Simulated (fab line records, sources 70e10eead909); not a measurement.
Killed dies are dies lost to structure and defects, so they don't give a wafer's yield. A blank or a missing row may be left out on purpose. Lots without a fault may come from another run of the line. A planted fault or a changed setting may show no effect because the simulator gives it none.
Which tool did it? | flow nand_harc | 15 lots, 45 wafers sampled, at 4 steps of a route of 1302

WHAT THE GAUGES READ, wafer by wafer
The record holds no reading of a measuring or inspecting step that can be judged against a usual standard deviation.

WHICH TOOL RAN EACH LOT (tool, then ch and the chambers of the sampled wafers, then the start)
lot  | NHARC_A_CHANNEL_FILL_D1_CVD_05   | NHARC_A_CHANNEL_FILL_D1_ALD_25   | NHARC_A_CHANNEL_FILL_D1_STRIP_29              | NHARC_A_DECK1_JOINT_ETCHBACK_07
L348 | lpcvd_poly-01 ch 0, day 10 12:11 | ald_hk-04 ch 0,2,3, day 10 21:24 | rie_diel-12 ch 1,2,3, day 11 10:05 or earlier | rie_si-04 ch 0,2,3, day 11 10:05
L349 | lpcvd_poly-03 ch 0, day 10 18:02 | ald_hk-01 ch 0,3, day 11 04:38   | rie_diel-12 ch 0,3, day 11 15:44 or earlier   | rie_si-03 ch 0,1,2, day 11 15:44
L350 | lpcvd_poly-03 ch 0, day 10 18:02 | ald_hk-04 ch 2,3, day 11 04:39   | rie_diel-09 ch 0,1, day 11 15:44 or earlier   | rie_si-05 ch 0,2,3, day 11 15:44
L352 | lpcvd_poly-03 ch 0, day 11 18:02 | ald_hk-04 ch 0,1,3, day 12 03:50 | rie_diel-09 ch 1,2,3, day 12 14:57 or earlier | rie_si-03 ch 0,1,2, day 12 14:57
L358 | lpcvd_poly-03 ch 0, day 14 00:48 | ald_hk-04 ch 1,2,3, day 14 13:04 | rie_diel-04 ch 0,3, day 14 22:43 or earlier   | rie_si-04 ch 0,1,3, day 14 22:43
L359 | lpcvd_poly-01, day 14 21:09      | ald_hk-02 ch 0,1,2, day 15 07:01 | rie_diel-04 ch 0,1,2, no start                | -
L361 | lpcvd_poly-03, day 15 03:55      | ald_hk-01 ch 1,2, day 15 13:10   | rie_diel-12 ch 0,1,2, no start                | -
L360 | lpcvd_poly-01, day 15 07:49      | ald_hk-01 ch 0,1,2, day 15 17:17 | rie_diel-12 ch 1,2, no start                  | -
L362 | lpcvd_poly-03 ch 0, day 16 10:29 | ald_hk-01 ch 0,2,3, day 16 21:08 | rie_diel-09 ch 0,1,2, day 17 07:49 or earlier | rie_si-04 ch 0,3, day 17 07:49
L364 | lpcvd_poly-01 ch 0, day 16 19:55 | ald_hk-02 ch 0,2,3, day 17 05:48 | rie_diel-09 ch 1,2,3, day 17 17:06 or earlier | rie_si-05 ch 1,2, day 17 17:06
L365 | lpcvd_poly-03 ch 0, day 16 22:53 | ald_hk-04 ch 1,2,3, day 17 09:23 | rie_diel-09 ch 0,1,3, day 17 22:08 or earlier | rie_si-04 ch 0,1,2, day 17 22:08
L366 | lpcvd_poly-03 ch 0, day 17 07:22 | ald_hk-04 ch 0,3, day 17 17:17   | rie_diel-12 ch 0,1,3, day 18 05:47 or earlier | rie_si-05 ch 0,3, day 18 05:47
L367 | lpcvd_poly-01 ch 0, day 18 12:23 | ald_hk-04 ch 1,2,3, day 18 22:31 | rie_diel-04 ch 1,2,3, day 19 10:18 or earlier | rie_si-04 ch 0,1,2, day 19 10:18
L368 | lpcvd_poly-01 ch 0, day 18 16:25 | ald_hk-01 ch 0,1,2, day 19 05:59 | rie_diel-04 ch 0,3, day 19 17:05 or earlier   | rie_si-04 ch 0,1,2, day 19 17:05
L371 | lpcvd_poly-04 ch 0, day 19 08:35 | ald_hk-04 ch 0,2,3, day 19 17:55 | rie_diel-04 ch 1,2,3, day 20 05:42 or earlier | rie_si-03 ch 0,2,3, day 20 05:42
- NHARC_A_CHANNEL_FILL_D1_CVD_05: deposits poly-Si, target thk 5 nm.
- NHARC_A_CHANNEL_FILL_D1_ALD_25: deposits SiOx, target thk 60 nm, pulse time 10 s, ald cycles 600.
- NHARC_A_CHANNEL_FILL_D1_STRIP_29: strips in O2, time 20 s.
- NHARC_A_DECK1_JOINT_ETCHBACK_07: etches the open film in HBr, target depth 105 nm, time 26.9 s.

WHAT THE TOOLS THEMSELVES READ (means of the sampled wafers that have a number; where no wafer has one, the mark that the record gives instead)
NHARC_A_CHANNEL_FILL_D1_CVD_05.
lot  | tool          | spike_tc_bottom_C (C) | spike_tc_centre_C (C) | spike_tc_upper_C (C)
L348 | lpcvd_poly-01 | 570.6                 | 551.6                 | 549.4
L349 | lpcvd_poly-03 | 571.6                 | 550.2                 | 550.3
L350 | lpcvd_poly-03 | 572.7                 | 550.7                 | 551.4
L352 | lpcvd_poly-03 | 572.0                 | 550.8                 | 550.7
L358 | lpcvd_poly-03 | 571.9                 | 551.3                 | 551.6
L359 | lpcvd_poly-01 | -                     | -                     | -
L361 | lpcvd_poly-03 | -                     | -                     | -
L360 | lpcvd_poly-01 | -                     | -                     | -
L362 | lpcvd_poly-03 | 571.3                 | 550.2                 | 551.2
L364 | lpcvd_poly-01 | 570.9                 | 550.0                 | 548.8
L365 | lpcvd_poly-03 | 569.5                 | 551.8                 | 551.0
L366 | lpcvd_poly-03 | 571.2                 | 550.6                 | 551.0
L367 | lpcvd_poly-01 | 569.9                 | 549.3                 | 549.0
L368 | lpcvd_poly-01 | 570.2                 | 550.2                 | 549.6
L371 | lpcvd_poly-04 | 575.1                 | 551.5                 | 550.3

NHARC_A_CHANNEL_FILL_D1_ALD_25.
lot  | tool      | heater_power_w (W) | precursor_pulse_height_rel
L348 | ald_hk-04 | 483                | 0.988
L349 | ald_hk-01 | 497                | 1.004
L350 | ald_hk-04 | 493                | 1.009
L352 | ald_hk-04 | 454                | 1.008
L358 | ald_hk-04 | 481                | 0.995
L359 | ald_hk-02 | 461                | 0.991
L361 | ald_hk-01 | 465                | 0.993
L360 | ald_hk-01 | 475                | 1.003
L362 | ald_hk-01 | 488                | 1.006
L364 | ald_hk-02 | 491                | 1.006
L365 | ald_hk-04 | 477                | 1.006
L366 | ald_hk-04 | 454                | 1.006
L367 | ald_hk-04 | 478                | 1.002
L368 | ald_hk-01 | 489                | 0.997
L371 | ald_hk-04 | 462                | 0.989

NHARC_A_CHANNEL_FILL_D1_STRIP_29.
lot  | tool        | drypump_motor_current_A (A) | oes_product_au (a.u.) | rf_vpp_V (V) | showerhead_plenum_p_Torr (Torr) | throttle_valve_pct (%)
L348 | rie_diel-12 | 6.3                         | 1.012                 | 58.1         | 3.49                            | 17.053
L349 | rie_diel-12 | 6.1                         | 1.019                 | 58.1         | 3.59                            | 17.044
L350 | rie_diel-09 | 5.9                         | 1.005                 | 57.4         | 3.58                            | 17.038
L352 | rie_diel-09 | 5.5                         | 1.000                 | 58.8         | 3.63                            | 17.035
L358 | rie_diel-04 | 5.2                         | 1.002                 | 57.8         | 3.59                            | 17.040
L359 | rie_diel-04 | 5.8                         | 0.998                 | 58.1         | 3.41                            | 17.033
L361 | rie_diel-12 | 5.8                         | 1.000                 | 57.2         | 3.51                            | 17.042
L360 | rie_diel-12 | 6.1                         | 1.005                 | 58.2         | 3.47                            | 17.033
L362 | rie_diel-09 | 5.8                         | 1.000                 | 58.0         | 3.64                            | 17.036
L364 | rie_diel-09 | 5.5                         | 1.006                 | 58.4         | 3.63                            | 17.026
L365 | rie_diel-09 | 5.6                         | 0.992                 | 58.3         | 3.57                            | 17.033
L366 | rie_diel-12 | 5.9                         | 1.002                 | 58.1         | 3.57                            | 17.032
L367 | rie_diel-04 | 5.7                         | 1.000                 | 57.7         | 3.46                            | 17.036
L368 | rie_diel-04 | 5.4                         | 0.997                 | 57.9         | 3.54                            | 17.050
L371 | rie_diel-04 | 5.7                         | 0.995                 | 57.6         | 3.46                            | 17.030

NHARC_A_DECK1_JOINT_ETCHBACK_07.
lot  | tool      | drypump_motor_current_A (A) | oes_product_au (a.u.) | throttle_valve_pct (%)
L348 | rie_si-04 | 5.7                         | 1.008                 | 23.272
L349 | rie_si-03 | 5.7                         | 1.010                 | 23.276
L350 | rie_si-05 | 5.7                         | 1.002                 | 23.261
L352 | rie_si-03 | 5.7                         | 1.006                 | 23.261
L358 | rie_si-04 | 6.1                         | 1.001                 | 23.272
L362 | rie_si-04 | 6.1                         | 1.003                 | 23.266
L364 | rie_si-05 | 6.2                         | 1.001                 | 23.270
L365 | rie_si-04 | 6.1                         | 0.998                 | 23.270
L366 | rie_si-05 | 5.6                         | 1.003                 | 23.265
L367 | rie_si-04 | 6.1                         | 0.996                 | 23.263
L368 | rie_si-04 | 6.1                         | 0.993                 | 23.268
L371 | rie_si-03 | 5.2                         | 1.009                 | 23.274

THE ANSWER, worked out from the rows above alone
Rule: what is usual is taken from the lots themselves. Put in order of their means at a reading, lots are off if they are a third of the lots or fewer, leave a main group of 4 or more, and stand apart from it by a gap of 3 or more times the standard deviation of the main group's means; of several such gaps the widest counts. A main group whose means are all the same, to the digits that the tables above print for the reading, isn't used. A lot without any number at a reading at which 4 lots or more have one is off too. The other lots that the step has rows for count as sound. The gauges are gone through in route order, then the tools' own readings, and for those a lot's mean is taken as printed above. The first step at which some lot is off is used, and at that step the reading that is off furthest; a lot without a number counts as furthest.
Off: L359, L361, L360, at NHARC_A_CHANNEL_FILL_D1_CVD_05 (spike_tc_bottom_C). Without a number there: L359, L361, L360. The main group: mean 571.4 C, standard deviation 1.4.
A tool fits if, at that step or a process step before it, it ran every lot that is off, and no sound lot after the first of them. None of those tried fits.

WHAT THE SIMULATOR HAD PUT IN
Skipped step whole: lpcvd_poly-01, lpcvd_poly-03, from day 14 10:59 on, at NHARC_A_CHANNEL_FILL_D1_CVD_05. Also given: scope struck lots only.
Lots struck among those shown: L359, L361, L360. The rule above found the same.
